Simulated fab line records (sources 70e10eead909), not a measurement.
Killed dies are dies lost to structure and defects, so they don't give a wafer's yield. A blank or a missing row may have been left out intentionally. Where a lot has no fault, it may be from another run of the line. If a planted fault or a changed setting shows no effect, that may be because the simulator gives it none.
Struck lot and sound lot, side by side | flow nand harc | 15 steps out of a route of 1302
Sound: these wafers, L533.4, L533.5, L533.6. Struck: wafers L540.1, L540.3, L540.5. Last of all comes the cause.
At each step with rows: each side's tool, then ch and its chambers, then its first start. Under that, the readings that differ: sound wafers | struck wafers | difference of the means | sigmas: that difference in standard deviations of wafers without a fault.
alike: a reading whose means differ by less than 2 such deviations, as well as words and numbers matching on both sides. not compared: withheld readings; readings where some wafer has no value; bounds like >300 that might hide an equal value; numbers whose values overlap and for which the record gives no deviation.
The two part at a step that has a row with sigmas, a row that says differs or no value, or rows on one side only. When numbers do not overlap yet have no deviation, they are printed without sigmas and do not part them. A reading that every wafer of one side lacks parts them only if that side has two wafers or more.

NHARC_A_CONTACT_INSPECT_71:
  sound on defect inspect-01, day 22 18:32; struck on defect inspect-02, day 25 23:43
  alike: raw defect count
then, 3 steps without rows for these wafers: NHARC_A_CONTACT_DESCUM_74 (chemistry O2, time 3 s); NHARC_A_CONTACT_ETCH_75 (etches the open film in CF4, target depth 39 nm, time 65 s); NHARC_A_CONTACT_ETCH_76 (etches the open film in N2/H2, target depth 260 nm, time 475.3 s).
NHARC_A_CONTACT_ETCH_77: etches the open film in CF4/CHF3, target depth 108.9 nm, time 54.5 s.
  sound on rie diel-09 ch 0,3; struck on rie diel-04 ch 0,1,2
  alike: bias w, cf4 flow sccm, chf3 flow sccm, drypump motor current A, oes product au, rf vpp V, showerhead plenum p Torr, throttle valve pct
  not compared: rf hours counter h
NHARC_A_CONTACT_ETCH_78: etches the open film in O2/COS, target depth 5300 nm, time 1378 s.
  sound on rie diel-09 ch 1,2,3; struck on rie diel-04 ch 1,2
  alike: bias w, chamber pressure mTorr, drypump motor current A, oes product au, rf vpp V, showerhead plenum p Torr, throttle valve pct
  not compared: rf hours counter h
then, 3 steps without rows for these wafers: NHARC_A_CONTACT_ETCH_124 (etches the open film in C4F8/O2/Ar, time 140 s, target depth 700 nm); NHARC_A_CONTACT_ETCH_125 (etches the open film in C4F8/O2/Ar, time 197 s, target depth 1918 nm); NHARC_A_CONTACT_ETCH_126 (etches the open film in C4F8/O2/Ar, time 197 s, target depth 1918 nm).
NHARC_A_CONTACT_ETCH_127: etches the open film in C4F8/O2/Ar, time 197 s, target depth 1918 nm.
  sound on har cap etch-01 ch 0,1, day 22 21:26; struck on har cap etch-03 ch 0,1, day 26 02:01
  alike: chamber pressure mTorr, oes air line au
  not compared: rf hours counter h
NHARC_A_CONTACT_ETCH_128: etches the open film in C4F8/O2/Ar, time 197 s, target depth 1918 nm.
  sound on har cap etch-01 ch 0,1, day 22 21:37; struck on har cap etch-03 ch 0,1, day 26 02:12
  alike: chamber pressure mTorr, oes air line au
  not compared: rf hours counter h
NHARC_A_CONTACT_ETCH_129: etches the open film in C4F8/O2/Ar, time 197 s, target depth 1918 nm.
  sound on har cap etch-01 ch 0,1, day 22 21:47; struck on har cap etch-03 ch 0,1, day 26 02:23
  alike: chamber pressure mTorr, oes air line au
  not compared: rf hours counter h
NHARC_A_CONTACT_ETCH_130: etches the open film in C4F8/O2/Ar, time 197 s, target depth 1918 nm.
  sound on har cap etch-01 ch 0,1, day 22 21:58; struck on har cap etch-03 ch 0,1, day 26 02:34
  no value came back on the struck wafers for chamber pressure mTorr (mTorr), oes air line au (a.u.); on the sound wafers chamber pressure mTorr (mTorr) reads 20.002 20.011 20.007
  not compared: rf hours counter h
then, 1 step without rows for these wafers: NHARC_A_CONTACT_ETCH_131 (etches the open film in C4F8/O2/Ar, time 197 s, target depth 1918 nm).
-- break in the record here, with 2 days between the starts of the struck wafers on either side (left off in module A_CONTACT, picked up again in module END, where the first step shown is number 1302 on the route) --
NHARC_END_SORT_01:
  at this point the record logs the struck wafers (prober-02 ch 0, day 28 13:38) and has no rows for the sound ones

## WHERE THEY PART
Earliest at NHARC_A_CONTACT_ETCH_130; latest, in this record, at NHARC_END_SORT_01.

WHY: whatever the simulator had introduced
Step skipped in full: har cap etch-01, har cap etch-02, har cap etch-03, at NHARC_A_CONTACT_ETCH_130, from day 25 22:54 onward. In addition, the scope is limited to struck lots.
